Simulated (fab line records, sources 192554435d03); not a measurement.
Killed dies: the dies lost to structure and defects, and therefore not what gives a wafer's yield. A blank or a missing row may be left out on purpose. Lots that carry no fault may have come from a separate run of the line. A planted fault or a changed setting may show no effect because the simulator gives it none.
fab line records	flow n5_finfet
record: lots: 9	wafers: 27	last_day: 18
route steps=1938 shown ZERO_LAYER@15 WELL_APT@50 FIN_SAQP@102 BEOL_M4@1111 PASSIVATION@1936
lots that met no fault: taken from a fault-free run of the same line
start_h: hours from the record's first day to the start of the lot's first wafer shown	wait_h: how many hours have passed since the lot's step before this one	" unchanged from the row above	L1.1+2: a single row standing in for several wafers	- no value, or no start given	* or withheld: withheld	< > ~ a bound
route shown NAME@n: names a module that has steps shown in the file, with the first one's number in the route	usual: average and standard deviation across the fault-free wafers	same: alike in all rows	chamber/n: place in a boat	sites: each site's reading	_std_site: the values' standard deviation	_edge_site: mean of outer sites minus mean of inner sites	radius_mm: for every site, how far away it sits from the centre of the wafer	mask NAME#n: copy n	behind: the tool/chamber that last shaped the wafer	hold: the reason the lot was held/the length of the hold in hours/how it ended	device: whichever transistor did not switch (one of n, p or np)	end of line: tests run on the same wafers once the route is complete	where a step has no rows: the recipe by itself	killed: dies lost to structure and defects at the first sort, not the wafer's yield	map: a wafer's dies, marking killed ones x, the rest . and places with no die _
set.NAME: the setting that was run; set.NAME@STEP: the one run at that earlier step	model.NAME: the simulator's own value behind a step, which no gauge read
steps of the route over a sample of lots; a table a step, a row a wafer
services: a tool's chamber out of use, with start hour (start_h, from the record's first day; less than 0 if before it), hours out, and reason
== steps ==
step: N5_ZERO_LAYER_ETCH_17
recipe: chemistry: CF4	target: SiO2	target_depth_a: 120	time_s: 13.3	ion_energy_ev: 350	pressure_mtorr: 40	source_w: 450	bias_w: 215	Ar_flow_sccm: 100	cf4_flow_sccm: 100
usual: bias_w: 215.0/0.64	cf4_flow_sccm: 100.0/0.33	drypump_motor_current_A: 5.7/0.36	oes_product_au: 0.78/0.069	rf_vpp_V: 949/4.4	showerhead_plenum_p_Torr: 2.14/0.068	throttle_valve_pct: 15.63/0.18
lot.wafer	tool	chamber	start_h	wait_h	bias_w	cf4_flow_sccm	drypump_motor_current_A	oes_product_au	rf_hours_counter_h	rf_vpp_V	showerhead_plenum_p_Torr	throttle_valve_pct
L694.2	rie_diel-03	3	12.71	0.0	214.3	100.2	5.5	0.76	134	956	2.24	15.63
L694.4	"	1	"	"	214.6	100.1	5.7	0.83	92	947	2.16	15.38
L694.6	"	0	"	"	215.7	100.2	5.9	0.95	-	947	2.10	15.28
L699.1	rie_diel-02	0	42.86	0.0	215.5	100.2	5.7	0.69	211	953	2.19	15.70
L699.3	"	1	"	"	214.6	100.0	6.4	0.69	205	948	2.12	15.66
L699.4	"	3	"	"	214.5	99.4	4.9	0.78	166	944	2.06	15.97
L700.2	rie_diel-04	0	48.91	0.0	-	-	-	-	-	-	-	-
L700.3	"	1	"	"	-	-	-	-	-	-	-	-
L700.6	"	0	"	"	-	-	-	-	-	-	-	-
L701.3	rie_diel-02	3	54.72	0.0	-	-	-	-	-	-	-	-
L701.5	"	2	"	"	-	-	-	-	-	-	-	-
L701.6	"	1	"	"	-	-	-	-	-	-	-	-
L709.4	rie_diel-03	0	102.84	0.0	215.4	99.8	5.9	0.88	30	946	2.09	15.32
L709.5	"	3	"	"	216.1	99.7	5.5	0.72	-	953	2.23	15.67
L709.6	"	0	"	"	215.1	100.5	5.9	0.88	-	945	2.09	15.32
L710.1	rie_diel-04	1	108.86	0.0	215.3	100.0	5.2	0.68	212	952	2.20	15.73
L710.3	"	0	"	"	215.7	99.9	5.5	0.73	196	943	2.04	15.80
L710.5	"	2	"	"	214.0	100.0	5.8	0.76	-	950	2.15	15.63
L711.3	rie_diel-03	3	114.73	0.0	214.3	100.8	5.5	0.72	165	953	2.22	15.68
L711.5	"	2	"	"	216.1	100.2	6.0	0.78	-	944	2.06	15.72
L711.6	"	1	"	"	215.0	100.5	5.7	0.80	-	950	2.15	15.41
L716.1	rie_diel-02	2	144.71	0.0	215.6	100.1	5.8	0.78	128	950	2.16	15.85
L716.2	"	0	"	"	215.4	100.5	5.7	0.66	242	953	2.18	15.76
L716.5	"	1	"	"	214.6	99.9	6.3	0.67	-	947	2.11	15.71
L717.2	rie_diel-02	2	150.71	0.0	215.8	100.5	5.8	0.78	130	949	2.16	15.86
L717.3	"	3	"	"	215.1	99.3	4.9	0.75	193	941	2.05	16.02
L717.5	"	3	"	"	215.3	99.6	4.9	0.76	-	943	2.05	16.02
step: N5_ZERO_LAYER_STRIP_24
recipe: chemistry: O2	power_w: 1000	temp_c: 250	overash_fraction: 0.3	pressure_mtorr: 1000	o2_flow_sccm: 6750
usual: drypump_motor_current_A: 5.59/0.24	heater_power_w: 332/17	oes_product_au: 0.647/0.004	strip_time_to_endpoint_s: 43.89/0.071
lot.wafer	tool	chamber	start_h	wait_h	drypump_motor_current_A	heater_power_w	oes_product_au	rf_hours_counter_h	strip_time_to_endpoint_s
L694.2	plasma_asher-02	1	12.90	0.1	5.77	314	0.649	21	43.87
L694.4	"	0	"	"	5.36	337	0.650	-	44.02
L694.6	"	1	"	"	5.78	324	0.650	-	43.92
L699.1	plasma_asher-02	0	43.04	0.1	5.36	344	0.650	27	43.99
L699.3	"	0	"	"	5.34	350	0.652	-	43.97
L699.4	"	1	"	"	5.76	319	0.652	-	43.89
L700.2	plasma_asher-01	1	49.08	0.1	5.88	318	0.643	88	44.30
L700.3	"	0	"	"	5.36	356	0.642	-	44.24
L700.6	"	0	"	"	5.36	355	0.652	-	44.30
L701.3	plasma_asher-01	1	54.92	0.1	5.88	311	0.646	-	44.23
L701.5	"	1	"	"	5.88	309	0.649	-	44.20
L701.6	"	0	"	"	5.36	341	0.651	-	44.20
L709.4	plasma_asher-01	0	103.05	0.1	5.36	353	0.648	-	43.85
L709.5	"	1	"	"	5.89	316	0.650	-	43.88
L709.6	"	0	"	"	5.35	357	0.645	-	43.85
L710.1	plasma_asher-01	0	109.03	0.1	5.36	345	0.650	101	43.90
L710.3	"	0	"	"	5.34	347	0.649	-	43.96
L710.5	"	0	"	"	5.35	354	0.646	-	43.93
L711.3	plasma_asher-02	0	114.94	0.1	5.34	346	0.648	-	43.88
L711.5	"	1	"	"	5.75	319	0.636	-	44.03
L711.6	"	0	"	"	5.33	345	0.648	-	43.83
L716.1	plasma_asher-02	1	144.89	0.1	5.79	317	0.642	45	43.89
L716.2	"	0	"	"	5.35	342	0.645	45	43.83
L716.5	"	0	"	"	5.35	340	0.636	-	43.83
L717.2	plasma_asher-02	1	150.89	0.1	5.75	316	0.639	47	43.87
L717.3	"	0	"	"	5.37	347	0.643	-	43.81
L717.5	"	0	"	"	5.36	342	0.640	-	43.84
step: N5_WELL_APT_RTA_34
recipe: temp_c: 1000	time_s: 10	ambient: N2	idle_temp_c: 600	ramp_up_c_per_s: 150	ramp_down_c_per_s: 60	cool_to_c: 600
usual: lamp_power_pct: 13.00/0.052	lamp_zone_7_pct: 13.424/0.029	wafer_temp_C_max: 1003.6/1
lot.wafer	tool	chamber	start_h	wait_h	lamp_power_pct	lamp_zone_7_pct	wafer_temp_C_max
L694.2	rtp_anneal-01	0	15.58	0.1	13.00	13.407	1002.7
L694.4	"	0	"	"	13.01	13.403	1001.7
L694.6	"	0	"	"	12.97	13.469	1003.1
L699.1	rtp_anneal-01	0	46.49	0.6	12.94	13.410	1005.6
L699.3	"	0	"	"	12.96	13.382	1002.6
L699.4	"	0	"	"	12.94	13.432	1004.8
L709.4	rtp_anneal-02	0	106.15	0.1	13.02	13.436	1003.7
L709.5	"	0	"	"	13.04	13.398	1005.3
L709.6	"	0	"	"	13.10	13.390	1004.1
L710.1	rtp_anneal-02	0	111.81	0.0	12.99	13.388	1002.0
L710.3	"	0	"	"	13.00	13.395	1003.0
L710.5	"	0	"	"	13.00	13.419	1003.0
L711.3	rtp_anneal-01	0	117.93	0.1	13.00	13.428	1003.8
L711.5	"	0	"	"	13.01	13.484	1003.1
L711.6	"	0	"	"	13.10	13.392	1003.2
L716.1	rtp_anneal-02	0	147.96	0.3	13.05	13.396	1003.4
L716.2	"	0	"	"	13.09	13.450	1002.8
L716.5	"	0	"	"	13.01	13.454	1004.1
L717.2	rtp_anneal-01	0	154.81	0.0	12.97	13.437	1002.4
L717.3	"	0	"	"	12.99	13.447	1003.5
L717.5	"	0	"	"	12.90	13.483	1003.0
step: N5_FIN_SAQP_HM_DEP_72
recipe: material: SiO2	target_thk_a: 120	temp_c: 400	precursor: SiH4/N2O	pressure_torr: 0.75	rf_w: 275	time_s: 7.2
usual: heater_power_w: 833/110	showerhead_plenum_p_Torr: 8.15/0.14
lot.wafer	tool	chamber	start_h	wait_h	heater_power_w	showerhead_plenum_p_Torr
L694.2	pecvd-04	2	23.36	0.0	936	8.07
L694.4	"	1	"	"	1004	8.24
L694.6	"	2	"	"	968	8.07
L699.1	pecvd-03	0	51.95	0.0	740	8.11
L699.3	"	1	"	"	908	8.18
L699.4	"	1	"	"	892	8.16
L709.4	pecvd-02	1	111.60	0.1	801	8.46
L709.5	"	2	"	"	654	7.91
L709.6	"	0	"	"	792	8.12
L710.1	pecvd-04	2	117.38	0.0	867	8.06
L710.3	"	1	"	"	937	8.25
L710.5	"	0	"	"	879	8.19
L711.3	pecvd-03	2	123.22	0.0	807	8.05
L711.5	"	1	"	"	950	8.18
L711.6	"	0	"	"	761	8.10
L716.1	pecvd-03	2	153.98	0.0	816	8.07
L716.2	"	0	"	"	716	8.13
L716.5	"	2	"	"	811	8.07
L717.2	pecvd-03	0	159.89	0.0	687	8.12
L717.3	"	2	"	"	691	8.05
L717.5	"	1	"	"	905	8.17
step: N5_FIN_SAQP_SPACER1_ETCHBACK_25
recipe: chemistry: CHF3/O2	mode: anisotropic_etchback	target: SiO2	target_depth_a: 244	time_s: 12.2	pressure_mtorr: 30	source_w: 650	bias_w: 170	Ar_flow_sccm: 200	CHF3_flow_sccm: 50	O2_flow_sccm: 5	ion_energy_ev: 200
usual: drypump_motor_current_A: 5.7/0.59	oes_product_au: 0.76/0.07	rf_vpp_V: 526/7	showerhead_plenum_p_Torr: 2.38/0.07	throttle_valve_pct: 18.97/0.23
lot.wafer	tool	chamber	start_h	wait_h	drypump_motor_current_A	oes_product_au	rf_hours_counter_h	rf_vpp_V	showerhead_plenum_p_Torr	throttle_valve_pct
L694.2	rie_diel-06	1	25.72	0.4	4.8	0.81	98	516	2.36	19.22
L694.4	"	2	"	"	6.6	0.70	191	521	2.31	18.86
L694.6	"	3	"	"	5.5	0.73	-	531	2.32	19.08
L699.1	rie_diel-01	2	54.47	0.4	6.4	0.94	21	519	2.48	18.47
L699.3	"	3	"	"	5.3	0.71	202	538	2.38	18.94
L699.4	"	1	"	"	5.1	0.78	117	525	2.41	18.72
L709.4	rie_diel-01	0	114.01	0.4	4.9	0.83	83	532	2.34	18.88
L709.5	"	0	"	"	4.9	0.83	-	531	2.33	18.89
L709.6	"	3	"	"	5.2	0.69	-	536	2.38	18.96
L710.1	rie_diel-06	3	120.37	0.4	5.5	0.70	195	532	2.31	19.11
L710.3	"	2	"	"	6.6	0.69	223	519	2.29	18.89
L710.5	"	0	"	"	5.6	0.79	-	524	2.44	19.00
L711.3	rie_diel-01	3	125.58	0.4	5.2	0.69	227	535	2.37	19.00
L711.5	"	3	"	"	5.2	0.70	-	537	2.37	18.98
L711.6	"	2	"	"	6.4	0.87	-	518	2.47	18.52
L716.1	rie_diel-06	3	156.96	0.4	5.4	0.70	211	532	2.30	19.13
L716.2	"	1	"	"	4.9	0.76	144	515	2.34	19.29
L716.5	"	0	"	"	5.6	0.78	-	523	2.43	19.01
L717.2	rie_diel-06	3	162.76	0.7	5.5	0.68	214	531	2.30	19.16
L717.3	"	1	"	"	4.8	0.77	147	516	2.34	19.30
L717.5	"	0	"	"	5.6	0.77	-	524	2.43	19.04
step: N5_BEOL_M4_RC_MEAS_101
usual: DIBL_N: 36.0/1.8	DIBL_P: 36.3/2.4	IOFF_N: 0.16/0.035	IOFF_P: 0.21/0.036	ION_N: 673/13	ION_P: 461/7.2	SS_N: 71.4/0.6	SS_P: 73.2/0.7	VT_N: 250/4	VT_P: -250.9/2.9
lot.wafer	tool	chamber	start_h	wait_h	DIBL_N[mV/V]	DIBL_P[mV/V]	IOFF_N[nA/um]	IOFF_P[nA/um]	ION_N[uA/um]	ION_P[uA/um]	SS_N[mV/dec]	SS_P[mV/dec]	VT_N[mV]	VT_P[mV]
L694.2	prober-01	0	159.93	0.2	40.9	41.0	0.27	0.32	695	472	72.0	74.4	240	-242.9
L694.4	"	0	"	"	39.8	39.5	0.23	0.29	695	474	72.1	74.1	245	-243.5
L694.6	"	0	"	"	36.5	35.0	0.16	0.23	669	465	71.2	72.4	252	-247.3
L699.1	prober-02	0	218.00	0.0	32.7	32.6	0.10	0.14	643	446	70.0	71.9	259	-257.7
L699.3	"	0	"	"	34.2	34.1	0.12	0.16	663	453	71.5	72.7	255	-254.1
L699.4	"	0	"	"	35.7	37.3	0.15	0.20	692	471	71.5	73.3	248	-249.6
L709.4	prober-02	0	264.83	0.5	37.1	38.8	0.18	0.21	677	459	71.9	73.7	249	-252.9
L709.5	"	0	"	"	34.1	35.2	0.12	0.16	658	452	70.2	72.8	256	-257.1
L709.6	"	0	"	"	35.4	36.9	0.13	0.17	653	448	71.9	72.6	256	-255.8
L710.1	prober-01	0	275.95	0.0	35.5	34.3	0.13	0.18	662	454	70.9	72.9	255	-251.6
L710.3	"	0	"	"	32.1	31.1	0.09	0.13	640	441	70.4	72.0	259	-256.4
L710.5	"	0	"	"	34.3	32.7	0.11	0.15	664	460	70.6	72.1	256	-255.7
L711.3	prober-02	0	280.20	0.3	35.5	37.7	0.18	0.22	683	467	70.6	73.8	247	-248.6
L711.5	"	0	"	"	34.0	35.7	0.14	0.19	682	469	71.1	72.9	251	-251.5
L711.6	"	0	"	"	36.1	37.6	0.17	0.23	680	457	71.8	73.7	247	-248.3
L717.2	prober-01	0	318.44	0.2	37.2	37.1	0.16	0.21	673	457	71.4	73.4	250	-252.4
L717.3	"	0	"	"	37.9	36.6	0.16	0.21	681	461	72.1	74.0	250	-252.9
L717.5	"	0	"	"	39.3	38.0	0.20	0.25	687	464	72.2	73.7	247	-246.7
L716.1	prober-02	0	319.72	0.0	37.5	39.3	0.18	0.24	691	475	71.0	73.8	246	-246.5
L716.2	"	0	"	"	37.7	39.7	0.18	0.25	680	471	72.0	74.1	247	-247.2
L716.5	"	0	"	"	36.6	38.0	0.16	0.23	685	474	71.1	73.4	246	-248.1
step: N5_PASSIVATION_PROBE_49
usual: defect_limited_yield: 91.2/1.4	killed_at_M0_to_M3: 35/11	killed_at_M4_up: 14/5.6	killed_at_contacts: 12/5.6	killed_at_front_end: 38/11	killed_at_other: 4/3.4	killed_dies: 103/17	killed_on_rim: 13/3.5	killed_open: 68/12	killed_short: 33/8.8	sort_bin_5_function: 5.1/0.89	sort_bin_6_memory: 3.3/0.71	sort_n_pass: 1077/17	sort_yield_pct: 91.2/1.4
same: gross_dies: 1180	killed_at_back_side: 0	sort_bin_4_leakage[%]: 0	sort_bin_8_speed[%]: 0
lot.wafer	tool	chamber	start_h	wait_h	defect_limited_yield[%]	killed_at_M0_to_M3	killed_at_M4_up	killed_at_contacts	killed_at_front_end	killed_at_other	killed_dies	killed_on_rim	killed_open	killed_short	sort_bin_5_function[%]	sort_bin_6_memory[%]	sort_n_pass	sort_yield_pct[%]
L700.2	prober-02	-	325.59	0.1	0	44	11	9	1110	6	1180	152	67	48	95.3	4.2	0	0
L700.3	prober-02	-	325.64	0.1	0	42	11	4	1115	8	1180	152	58	39	96.4	3.2	0	0
L700.6	prober-02	-	325.79	0.3	0	44	17	5	1109	5	1180	152	69	37	96.0	3.5	0	0
L701.3	prober-02	-	334.77	0.1	0	28	17	9	1121	5	1180	152	57	28	96.3	3.6	0	0
L701.5	prober-02	-	334.87	0.2	0	28	11	14	1118	9	1180	152	68	24	97.0	2.8	0	0
L701.6	prober-02	-	334.92	0.3	0	26	21	10	1121	2	1180	152	52	31	97.3	2.4	0	0
killed by level:class
L700.2 ZERO_LAYER:area_etch=1063 BEOL_M0_SAQP:geometric_particle:short=11 FIN_SAQP:geometric_particle:short=10 BEOL_M0_SAQP:geometric_particle:open=9 FIN_SAQP:geometric_particle:open=7 GATE_CUT:geometric_particle:short=6 MOL_CONTACT_COAG:geometric_particle:open=6 BEOL_M2:geometric_particle:open=6
L700.3 ZERO_LAYER:area_etch=1075 BEOL_M0_SAQP:geometric_particle:open=14 BEOL_M0_SAQP:geometric_particle:short=10 FIN_SAQP:geometric_particle:short=9 BEOL_M1:geometric_particle:open=8 FIN_SAQP:geometric_particle:open=7 STARTING-WAFER:geometric_particle:open=5 BEOL_M3:geometric_particle:open=4
L700.6 ZERO_LAYER:area_etch=1072 BEOL_M0_SAQP:geometric_particle:short=13 FIN_SAQP:geometric_particle:short=8 BEOL_M0_SAQP:geometric_particle:open=8 BEOL_M1:geometric_particle:open=8 BEOL_M2:geometric_particle:open=8 BEOL_M5:geometric_particle:open=7 STARTING-WAFER:geometric_particle:open=6
L701.3 ZERO_LAYER:area_etch=1092 BEOL_M1:geometric_particle:open=11 MOL_CONTACT_COAG:geometric_particle:open=8 BEOL_M2:geometric_particle:open=8 BEOL_M4:geometric_particle:open=6 FIN_SAQP:geometric_particle:short=4 FIN_SAQP:geometric_particle:open=4 STARTING-WAFER:geometric_particle:short=4
L701.5 ZERO_LAYER:area_etch=1087 MOL_CONTACT_COAG:geometric_particle:open=11 BEOL_M2:geometric_particle:open=7 FIN_SAQP:geometric_particle:open=6 BEOL_M1:geometric_particle:open=5 BEOL_M3:geometric_particle:open=5 BEOL_M4:geometric_particle:open=5 BEOL_M0_SAQP:geometric_particle:open=4
L701.6 ZERO_LAYER:area_etch=1095 BEOL_M4:geometric_particle:open=9 MOL_CONTACT_COAG:geometric_particle:open=7 BEOL_M1:geometric_particle:open=7 BEOL_M0:geometric_particle:open=6 BEOL_M2:geometric_particle:open=5 STARTING-WAFER:geometric_particle:open=5 BEOL_M4:geometric_particle:short=4
== services ==
tool	chamber	start_h	hours	kind
rie_diel-01	0	3.38	4.8	repair
rie_diel-04	3	8.39	26.6	repair
pecvd-03	-	13.89	28.1	pm
pecvd-04	0	18.33	5.5	scheduled_down
rie_diel-01	-	31.03	4.3	pm
pecvd-03	-	41.99	2.8	pm
rie_diel-03	0	42.38	4.6	repair
rie_diel-04	2	43.58	6.8	repair
plasma_asher-02	-	43.71	14.6	pm
rtp_anneal-01	-	55.76	27.7	pm
rie_diel-04	1	57.30	7.8	repair
rie_diel-02	3	67.77	16.2	repair
pecvd-04	2	74.57	2.1	scheduled_down
pecvd-04	-	80.64	1.6	repair
rie_diel-06	0	82.08	7.0	repair
pecvd-03	-	84.78	5.5	pm
rie_diel-01	-	90.23	0.2	repair
pecvd-03	-	116.11	6.0	pm
rie_diel-04	3	116.29	12.9	repair
plasma_asher-02	-	154.00	17.9	repair
== key ==
first_sign: step: N5_ZERO_LAYER_ETCH_17	reading: tool_record	direction: missing
effect: step: N5_ZERO_LAYER_STRIP_24	reading: strip_time_to_endpoint_s	direction: up	sigmas: 5	usual: *	struck: *
effect: step: N5_PASSIVATION_PROBE_49	reading: sort_bin_5_function	direction: up	sigmas: 99+	usual: 5.1	struck: 96.4
more_kills_born_at: N5_ZERO_LAYER_ETCH_17@rie_diel-02: 3274	N5_ZERO_LAYER_ETCH_17@rie_diel-04: 3210
met_at N5_ZERO_LAYER_ETCH_17
struck_lots L700,L701
later_rows_left_out L700.2,L700.3,L700.6,L701.3,L701.5,L701.6
not_acting_at N5_WELL_APT_RTA_34,N5_FIN_SAQP_HM_DEP_72,N5_FIN_SAQP_SPACER1_ETCHBACK_25
onset_between 42.86 48.91
fault: kind: skipped_step_whole	tool: rie_diel-02,rie_diel-04	chamber: -	onset_h: 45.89	steps: N5_ZERO_LAYER_ETCH_17	scope: struck_lots_only
later_rows_left_out: the simulator's readings of these wafers behind a module that went badly wrong aren't trusted and aren't shown, but for the sort
